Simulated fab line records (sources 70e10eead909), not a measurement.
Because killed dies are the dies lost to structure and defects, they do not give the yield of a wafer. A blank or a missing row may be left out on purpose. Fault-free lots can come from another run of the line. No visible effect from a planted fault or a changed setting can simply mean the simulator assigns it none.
fab line records    flow nandHarc
record: lots: 24  wafers: 72  lastDay: 33
route steps=1302 shown A_CONTACT@983
lots with no fault: from the same line, run without faults
startH: hours from the record's first day to the start of the lot's first wafer shown    waitH: time in hours since the lot's previous step    " the same as in the row above    L1.1+2: a row that stands for several wafers    - value missing, or start not given    * or withheld: withheld    < > ~ a bound
route shown NAME@n: NAME is a module with steps in the file, n the number in the route of the first one    usual: average and standard deviation across the fault-free wafers    same: alike in all rows    chamber/n: place in a boat    sites: each site's reading    _std_site: standard deviation across them    _edge_site: the outer-site mean with the inner-site mean subtracted    radiusMm: for every site, how far away it sits from the centre of the wafer    mask NAME#n: copy n    behind: tool/chamber where the wafer was last shaped    hold: cause of the lot's hold/its duration in hours/its outcome    device: the n, p or np transistor that did not switch    end of line: tests of these same wafers at the route's end    where a step has no rows: the recipe by itself    killed: count of dies lost to structure and defects at first sort (not the wafer's yield)    map: dies across one wafer; x = killed, . = not, _ = none there
set.NAME: the run value of the setting; set.NAME@STEP: its run value at that earlier step    model.NAME: the simulator's own value behind a step, which no gauge read
route steps across a sampled set of lots; one table per step, one row per wafer
services: from which hour (startH, from the record's first day; less than 0 if before it) a tool's chamber was out of use, for how many hours, and why
== steps ==
step: NHARC_A_CONTACT_DEP_24
recipe: targetThkA: 5000  tempC: 400  pressureTorr: 6.5  rfW: 900  teosFlowSccm: 161.4  flowSccm: 2650  targetThkNm: 500  gas: O2  material: SiO2
usual: heaterPowerW: 514/80  throttleValvePct: 16.1/0.77
lot.wafer  tool      chamber  startH  waitH  heaterPowerW  throttleValvePct
L074.1     pecvd-02  0        477.30  0.1    672           15.7
L074.5     "         0        "       "      686           15.9
L074.6     "         2        "       "      439           15.3
L076.1     pecvd-02  2        488.83  0.2    543           14.9
L076.3     "         1        "       "      597           16.6
L076.6     "         2        "       "      440           15.0
L075.3     pecvd-03  1        494.05  0.2    418           16.3
L075.4     "         1        "       "      434           16.4
L075.6     "         2        "       "      498           15.2
L078.1     pecvd-02  2        506.41  0.1    502           14.9
L078.2     "         1        "       "      509           17.1
L078.6     "         1        "       "      532           17.1
L077.3     pecvd-01  0        506.85  0.5    639           16.6
L077.6     "         1        "       "      539           15.3
L077.4     "         0        "       "      638           16.5
L079.3     pecvd-03  0        516.58  0.1    445           17.2
L079.2     "         1        "       "      464           16.3
L079.6     "         1        "       "      345           16.5
L081.3     pecvd-03  0        553.92  0.1    497           17.5
L081.5     "         0        "       "      500           17.3
L081.6     "         2        "       "      557           15.3
L080.2     pecvd-01  2        566.28  0.1    466           16.0
L080.1     "         0        "       "      623           16.9
L080.4     "         0        "       "      629           16.7
L083.3     pecvd-01  1        575.86  0.1    531           15.7
L083.2     "         2        "       "      482           15.7
L083.4     "         2        "       "      491           16.0
L082.3     pecvd-03  2        575.95  0.1    523           15.0
L082.6     "         2        "       "      561           14.9
L082.5     "         0        "       "      386           17.0
L084.3     pecvd-02  1        582.26  0.1    570           16.8
L084.5     "         2        "       "      525           15.0
L084.6     "         0        "       "      626           15.9
L085.1     pecvd-03  0        591.48  0.1    446           17.0
L085.2     "         2        "       "      465           15.1
L085.6     "         2        "       "      497           15.2
L087.1     pecvd-02  1        611.35  0.1    511           16.4
L087.4     "         1        "       "      521           16.4
L087.6     "         2        "       "      516           14.9
L086.4     pecvd-01  0        611.46  0.3    638           16.7
L086.5     "         1        "       "      589           15.6
L086.6     "         2        "       "      481           15.7
L088.2     pecvd-02  1        626.68  0.1    598           16.9
L088.1     "         2        "       "      444           14.9
L088.3     "         0        "       "      560           16.0
L089.3     pecvd-01  1        626.90  0.2    465           15.6
L089.5     "         0        "       "      665           16.7
L089.6     "         1        "       "      512           15.8
L091.3     pecvd-01  2        639.05  0.1    432           15.8
L091.1     "         0        "       "      584           16.6
L091.5     "         2        "       "      466           15.4
L090.3     pecvd-03  1        649.21  0.1    471           16.4
L090.4     "         1        "       "      496           16.3
L090.6     "         2        "       "      438           14.9
L092.3     pecvd-03  1        659.38  0.1    430           16.4
L092.4     "         0        "       "      445           17.0
L092.6     "         1        "       "      467           16.3
L093.3     pecvd-03  0        678.85  0.2    427           17.0
L093.5     "         1        "       "      511           16.4
L093.4     "         0        "       "      456           17.1
L094.1     pecvd-01  0        704.60  0.1    540           17.0
L094.2     "         2        "       "      442           15.5
L094.5     "         2        "       "      459           15.7
L097.3     pecvd-03  0        704.68  0.1    374           17.3
L097.5     "         2        "       "      552           15.2
L097.4     "         0        "       "      392           17.1
L096.3     pecvd-02  1        704.73  0.1    516           17.0
L096.2     "         2        "       "      422           15.0
L096.5     "         0        "       "      715           15.9
L095.4     pecvd-03  0        710.87  0.3    370           17.0
L095.6     "         1        "       "      469           16.4
L095.5     "         2        "       "      587           15.3
step: NHARC_A_CONTACT_ETCH_116
recipe: sourceW: withheld  pressureMtorr: 20  biasV: 3000  timeS: 190  targetDepthA: 18500  arFlowSccm: withheld  c4f8FlowSccm: withheld  o2FlowSccm: withheld  chemistry: C4F8/O2/Ar
lot.wafer  tool           chamber  startH  waitH  rfHoursCounterH
L074.1     harCapEtch-03  1        486.64  0.1    36
L074.6     "              0        "       "      -
L074.5     "              1        "       "      -
L076.1     harCapEtch-03  1        497.51  0.1    38
L076.3     "              0        "       "      -
L076.6     "              0        "       "      -
L075.3     harCapEtch-02  0        504.75  0.1    -
L075.4     "              1        "       "      -
L075.6     "              0        "       "      -
L078.2     harCapEtch-03  0        514.93  0.1    45
L078.1     "              1        "       "      45
L078.6     "              0        "       "      -
L077.4     harCapEtch-01  0        515.63  0.2    -
L077.3     "              1        "       "      -
L077.6     "              0        "       "      -
L079.2     harCapEtch-01  1        527.37  0.2    3
L079.3     "              1        "       "      -
L079.6     "              1        "       "      -
L081.3     harCapEtch-03  1        563.54  0.1    -
L081.5     "              1        "       "      -
L081.6     "              0        "       "      -
L080.1     harCapEtch-01  0        574.68  0.1    10
L080.2     "              1        "       "      10
L080.4     "              1        "       "      -
L083.2     harCapEtch-03  0        584.75  0.1    54
L083.4     "              0        "       "      -
L083.3     "              1        "       "      -
L082.3     harCapEtch-01  1        585.94  0.1    -
L082.5     "              1        "       "      -
L082.6     "              0        "       "      -
L084.3     harCapEtch-03  1        590.87  0.1    -
L084.6     "              0        "       "      -
L084.5     "              1        "       "      -
L085.1     harCapEtch-03  0        602.58  0.1    60
L085.2     "              1        "       "      60
L085.6     "              0        "       "      -
L086.4     harCapEtch-01  1        620.55  0.1    -
L086.6     "              1        "       "      -
L086.5     "              0        "       "      -
L087.1     harCapEtch-03  1        621.50  0.1    63
L087.4     "              0        "       "      -
L087.6     "              0        "       "      -
L088.1     harCapEtch-02  0        635.76  0.1    109
L088.2     "              1        "       "      109
L088.3     "              1        "       "      -
L089.3     harCapEtch-01  0        636.68  0.1    -
L089.5     "              0        "       "      -
L089.6     "              1        "       "      -
L091.1     harCapEtch-01  0        648.02  0.1    26
L091.3     "              1        "       "      -
L091.5     "              0        "       "      -
L090.4     harCapEtch-01  1        657.61  0.1    -
L090.3     "              0        "       "      -
L090.6     "              0        "       "      -
L092.3     harCapEtch-03  1        667.95  0.1    -
L092.4     "              0        "       "      -
L092.6     "              0        "       "      -
L093.3     harCapEtch-03  1        687.24  0.1    -
L093.4     "              0        "       "      -
L093.5     "              1        "       "      -
L094.2     harCapEtch-01  0        713.18  0.1    35
L094.1     "              1        "       "      35
L094.5     "              1        "       "      -
L096.2     harCapEtch-02  1        715.33  0.1    122
L096.3     "              1        "       "      -
L096.5     "              0        "       "      -
L097.3     harCapEtch-03  1        716.23  0.1    -
L097.4     "              0        "       "      -
L097.5     "              1        "       "      -
L095.4     harCapEtch-01  0        721.40  0.2    -
L095.6     "              1        "       "      -
L095.5     "              0        "       "      -
step: NHARC_A_CONTACT_ETCH_118
recipe: sourceW: withheld  pressureMtorr: 20  biasV: 3000  timeS: 190  targetDepthA: 18500  arFlowSccm: withheld  c4f8FlowSccm: withheld  o2FlowSccm: withheld  chemistry: C4F8/O2/Ar
lot.wafer  tool           chamber  startH  waitH  rfHoursCounterH
L074.1     harCapEtch-03  1        486.98  0.1    36
L074.6     "              0        "       "      -
L074.5     "              1        "       "      -
L076.1     harCapEtch-03  1        497.84  0.1    38
L076.3     "              0        "       "      -
L076.6     "              0        "       "      -
L075.3     harCapEtch-02  0        505.09  0.1    -
L075.4     "              1        "       "      -
L075.6     "              0        "       "      -
L078.2     harCapEtch-03  0        515.26  0.1    45
L078.1     "              1        "       "      45
L078.6     "              0        "       "      -
L077.4     harCapEtch-01  0        516.09  0.2    -
L077.3     "              1        "       "      -
L077.6     "              0        "       "      -
L079.2     harCapEtch-01  1        527.83  0.2    3
L079.3     "              1        "       "      -
L079.6     "              1        "       "      -
L081.3     harCapEtch-03  1        563.89  0.1    -
L081.5     "              1        "       "      -
L081.6     "              0        "       "      -
L080.1     harCapEtch-01  0        575.02  0.1    11
L080.2     "              1        "       "      11
L080.4     "              1        "       "      -
L083.2     harCapEtch-03  0        585.09  0.1    54
L083.4     "              0        "       "      -
L083.3     "              1        "       "      -
L082.3     harCapEtch-01  1        586.28  0.1    -
L082.5     "              1        "       "      -
L082.6     "              0        "       "      -
L084.3     harCapEtch-03  1        591.22  0.1    -
L084.6     "              0        "       "      -
L084.5     "              1        "       "      -
L085.1     harCapEtch-03  0        602.92  0.1    60
L085.2     "              1        "       "      60
L085.6     "              0        "       "      -
L086.4     harCapEtch-01  1        620.89  0.1    -
L086.6     "              1        "       "      -
L086.5     "              0        "       "      -
L087.1     harCapEtch-03  1        621.85  0.1    64
L087.4     "              0        "       "      -
L087.6     "              0        "       "      -
L088.1     harCapEtch-02  0        636.10  0.1    110
L088.2     "              1        "       "      110
L088.3     "              1        "       "      -
L089.3     harCapEtch-01  0        637.02  0.1    -
L089.5     "              0        "       "      -
L089.6     "              1        "       "      -
L091.1     harCapEtch-01  0        648.36  0.1    26
L091.3     "              1        "       "      -
L091.5     "              0        "       "      -
L090.4     harCapEtch-01  1        657.95  0.1    -
L090.3     "              0        "       "      -
L090.6     "              0        "       "      -
L092.3     harCapEtch-03  1        668.29  0.1    -
L092.4     "              0        "       "      -
L092.6     "              0        "       "      -
L093.3     harCapEtch-03  1        687.58  0.1    -
L093.4     "              0        "       "      -
L093.5     "              1        "       "      -
L094.2     harCapEtch-01  0        713.52  0.1    35
L094.1     "              1        "       "      35
L094.5     "              1        "       "      -
L096.2     harCapEtch-02  1        715.66  0.1    122
L096.3     "              1        "       "      -
L096.5     "              0        "       "      -
L097.3     harCapEtch-03  1        716.57  0.1    -
L097.4     "              0        "       "      -
L097.5     "              1        "       "      -
L095.4     harCapEtch-01  0        721.97  0.3    -
L095.6     "              1        "       "      -
L095.5     "              0        "       "      -
step: NHARC_A_CONTACT_DEP_58
recipe: targetThkA: 900  targetThkNm: 90  tempC: 400  pressureTorr: 3.5  flowSccm: 200  rfW: 350  material: SiON
usual: heaterPowerW: 711/77
lot.wafer  tool      chamber  startH  waitH  heaterPowerW
L074.1     pecvd-02  1        497.12  2.8    711
L074.6     "         2        "       "      689
L074.5     "         0        "       "      800
L076.1     pecvd-03  1        505.22  2.7    597
L076.3     "         2        "       "      754
L076.6     "         0        "       "      601
L075.3     pecvd-02  1        511.53  1.8    781
L075.6     "         0        "       "      804
L075.4     "         1        "       "      789
L078.2     pecvd-03  0        525.54  2.2    667
L078.1     "         2        "       "      706
L078.6     "         2        "       "      753
L077.3     pecvd-02  1        525.97  1.7    788
L077.6     "         2        "       "      692
L077.4     "         0        "       "      843
L079.2     pecvd-03  2        534.84  2.2    740
L079.3     "         0        "       "      688
L079.6     "         2        "       "      756
L081.3     pecvd-01  2        570.21  1.7    613
L081.5     "         0        "       "      804
L081.6     "         1        "       "      735
L080.1     pecvd-03  0        584.51  2.7    642
L080.2     "         1        "       "      713
L080.4     "         2        "       "      721
L083.3     pecvd-01  2        591.45  1.7    710
L083.2     "         0        "       "      860
L083.4     "         0        "       "      881
L082.3     pecvd-01  0        594.72  1.6    797
L082.5     "         0        "       "      791
L082.6     "         1        "       "      792
L084.3     pecvd-03  0        598.35  1.7    611
L084.6     "         2        "       "      761
L084.5     "         0        "       "      593
L085.1     pecvd-03  1        610.45  2.7    678
L085.2     "         2        "       "      744
L085.6     "         2        "       "      759
L086.4     pecvd-02  1        627.16  1.2    683
L086.6     "         2        "       "      645
L086.5     "         0        "       "      870
L087.1     pecvd-03  2        628.13  2.8    672
L087.6     "         0        "       "      602
L087.4     "         2        "       "      662
L088.2     pecvd-01  1        642.35  2.1    687
L088.1     "         2        "       "      737
L088.3     "         0        "       "      850
L089.3     pecvd-03  0        645.59  1.7    589
L089.5     "         1        "       "      683
L089.6     "         0        "       "      598
L091.1     pecvd-03  0        654.78  2.8    559
L091.3     "         1        "       "      711
L091.5     "         0        "       "      559
L090.3     pecvd-01  2        664.24  1.7    719
L090.4     "         1        "       "      719
L090.6     "         0        "       "      825
L092.3     pecvd-02  2        680.70  1.9    600
L092.4     "         2        "       "      605
L092.6     "         0        "       "      871
L093.3     pecvd-02  1        693.76  1.6    705
L093.5     "         1        "       "      712
L093.4     "         2        "       "      612
L094.2     pecvd-03  0        720.95  2.2    554
L094.1     "         1        "       "      680
L094.5     "         0        "       "      557
L096.2     pecvd-02  1        724.15  2.2    689
L096.3     "         0        "       "      810
L096.5     "         2        "       "      657
L097.3     pecvd-01  0        724.85  1.7    815
L097.5     "         0        "       "      795
L097.4     "         1        "       "      758
L095.4     pecvd-03  1        729.33  1.2    668
L095.5     "         2        "       "      766
L095.6     "         0        "       "      611
step: NHARC_A_CONTACT_INSPECT_71
usual: rawDefectCount: 77/31
lot.wafer  tool              chamber  startH  waitH  rawDefectCount
L074.1     defectInspect-01  -        497.91  0.0    55
L074.5     "                 -        "       "      65
L074.6     "                 -        "       "      59
L076.1     defectInspect-01  -        505.94  0.0    80
L076.3     "                 -        "       "      102
L076.6     "                 -        "       "      106
L075.3     defectInspect-02  -        512.20  0.0    51
L075.4     "                 -        "       "      56
L075.6     "                 -        "       "      41
L078.1     defectInspect-02  -        526.26  0.0    118
L078.2     "                 -        "       "      109
L078.6     "                 -        "       "      102
L077.3     defectInspect-01  -        526.76  0.0    64
L077.4     "                 -        "       "      45
L077.6     "                 -        "       "      69
L079.2     defectInspect-02  -        535.66  0.0    98
L079.3     "                 -        "       "      103
L079.6     "                 -        "       "      106
L081.3     defectInspect-02  -        571.00  0.0    89
L081.5     "                 -        "       "      77
L081.6     "                 -        "       "      74
L080.1     defectInspect-02  -        585.35  0.0    116
L080.2     "                 -        "       "      119
L080.4     "                 -        "       "      108
L083.2     defectInspect-01  -        592.27  0.0    146
L083.3     "                 -        "       "      109
L083.4     "                 -        "       "      121
L082.3     defectInspect-02  -        595.44  0.0    44
L082.5     "                 -        "       "      32
L082.6     "                 -        "       "      40
L084.3     defectInspect-01  -        599.06  0.0    52
L084.5     "                 -        "       "      63
L084.6     "                 -        "       "      72
L085.1     defectInspect-02  -        611.14  0.0    37
L085.2     "                 -        "       "      41
L085.6     "                 -        "       "      29
L086.4     defectInspect-01  -        627.80  0.0    100
L086.5     "                 -        "       "      109
L086.6     "                 -        "       "      96
L087.1     defectInspect-02  -        628.91  0.0    29
L087.4     "                 -        "       "      17
L087.6     "                 -        "       "      19
L088.1     defectInspect-01  -        643.06  0.0    109
L088.2     "                 -        "       "      109
L088.3     "                 -        "       "      108
L089.3     defectInspect-01  -        646.25  0.0    48
L089.5     "                 -        "       "      49
L089.6     "                 -        "       "      32
L091.1     defectInspect-01  -        655.60  0.0    75
L091.3     "                 -        "       "      80
L091.5     "                 -        "       "      68
L090.3     defectInspect-02  -        665.06  0.0    89
L090.4     "                 -        "       "      70
L090.6     "                 -        "       "      64
L092.3     defectInspect-01  -        681.52  0.0    104
L092.4     "                 -        "       "      116
L092.6     "                 -        "       "      97
L093.3     defectInspect-01  -        694.58  0.0    122
L093.4     "                 -        "       "      109
L093.5     "                 -        "       "      110
L094.1     defectInspect-01  -        721.77  0.0    88
L094.2     "                 -        "       "      94
L094.5     "                 -        "       "      96
L096.2     defectInspect-01  -        725.00  0.0    26
L096.3     "                 -        "       "      20
L096.5     "                 -        "       "      19
L097.3     defectInspect-01  -        725.67  0.0    86
L097.4     "                 -        "       "      84
L097.5     "                 -        "       "      82
L095.4     defectInspect-01  -        729.97  0.0    97
L095.5     "                 -        "       "      66
L095.6     "                 -        "       "      75
step: NHARC_A_CONTACT_CD_MEAS_80
usual: cdNm: 290.0/0.77
lot.wafer  tool      chamber  startH  waitH  cdNm
L074.1     cdSem-03  -        502.15  -      287.9
L074.5     "         -        "       "      289.0
L074.6     "         -        "       "      289.4
L076.1     cdSem-01  -        510.16  -      289.7
L076.3     "         -        "       "      289.9
L076.6     "         -        "       "      290.6
L075.3     cdSem-01  -        516.42  -      289.5
L075.4     "         -        "       "      289.9
L075.6     "         -        "       "      290.5
L078.1     cdSem-01  -        531.02  -      290.7
L078.2     "         -        "       "      290.2
L078.6     "         -        "       "      290.1
L077.3     cdSem-03  -        532.96  -      290.0
L077.4     "         -        "       "      291.3
L077.6     "         -        "       "      290.8
L079.2     cdSem-01  -        540.30  -      289.6
L079.3     "         -        "       "      289.6
L079.6     "         -        "       "      290.1
L081.3     cdSem-03  -        576.59  -      289.7
L081.5     "         -        "       "      291.4
L081.6     "         -        "       "      290.5
L080.1     cdSem-02  -        589.62  -      289.3
L080.2     "         -        "       "      289.7
L080.4     "         -        "       "      289.5
L083.2     cdSem-03  -        597.04  -      290.3
L083.3     "         -        "       "      290.6
L083.4     "         -        "       "      291.7
L082.3     cdSem-01  -        600.45  -      289.2
L082.5     "         -        "       "      289.4
L082.6     "         -        "       "      289.6
L084.3     cdSem-02  -        603.55  -      289.6
L084.5     "         -        "       "      290.4
L084.6     "         -        "       "      289.8
L085.1     cdSem-03  -        615.34  -      289.8
L085.2     "         -        "       "      289.8
L085.6     "         -        "       "      290.2
L086.4     cdSem-02  -        632.03  -      289.7
L086.5     "         -        "       "      289.8
L086.6     "         -        "       "      289.9
L087.1     cdSem-02  -        633.46  -      288.7
L087.4     "         -        "       "      288.8
L087.6     "         -        "       "      289.1
L088.1     cdSem-02  -        647.97  -      290.1
L088.2     "         -        "       "      289.9
L088.3     "         -        "       "      289.4
L089.3     cdSem-03  -        651.62  0.1    290.2
L089.5     "         -        "       "      289.9
L089.6     "         -        "       "      290.0
L091.1     cdSem-03  -        660.02  -      288.4
L091.3     "         -        "       "      289.2
L091.5     "         -        "       "      288.6
L090.3     cdSem-01  -        669.28  -      290.4
L090.4     "         -        "       "      291.2
L090.6     "         -        "       "      291.0
L092.3     cdSem-03  -        686.08  -      291.4
L092.4     "         -        "       "      291.0
L092.6     "         -        "       "      292.0
L093.3     cdSem-02  -        698.81  -      289.3
L093.4     "         -        "       "      288.6
L093.5     "         -        "       "      288.6
L094.1     cdSem-01  -        725.98  -      290.3
L094.2     "         -        "       "      290.4
L094.5     "         -        "       "      289.8
L096.2     cdSem-03  -        729.22  -      289.2
L096.3     "         -        "       "      290.2
L096.5     "         -        "       "      290.5
L097.3     cdSem-03  -        731.57  -      288.7
L097.4     "         -        "       "      289.6
L097.5     "         -        "       "      289.3
L095.4     cdSem-03  -        734.49  -      289.8
L095.5     "         -        "       "      290.3
L095.6     "         -        "       "      290.1
== services ==
tool           chamber  startH  hours  kind
harCapEtch-03  -        453.88  0.4    repair
pecvd-03       2        456.21  3.7    repair
harCapEtch-02  -        467.91  0.3    repair
pecvd-02       0        486.27  6.3    repair
harCapEtch-03  -        491.05  0.4    repair
pecvd-01       -        493.73  13.0   pm
harCapEtch-01  -        497.00  17.0   pm
harCapEtch-01  0        497.00  17.0   ventCycle
pecvd-02       -        516.82  0.7    repair
harCapEtch-02  -        522.28  15.4   repair
harCapEtch-03  -        542.91  4.3    repair
harCapEtch-02  -        555.04  11.3   repair
pecvd-03       -        555.42  13.0   pm
pecvd-03       0        555.42  13.0   ventCycle
pecvd-03       1        555.42  13.0   ventCycle
pecvd-03       2        555.42  13.0   ventCycle
pecvd-03       0        568.42  -      clean
pecvd-03       1        568.42  -      clean
pecvd-03       2        568.42  -      clean
pecvd-02       -        589.29  13.0   pm
pecvd-01       -        674.73  13.0   pm
pecvd-03       -        700.83  1.0    repair
harCapEtch-01  -        708.57  0.4    repair
harCapEtch-02  -        722.38  0.4    repair
== key ==
fault none
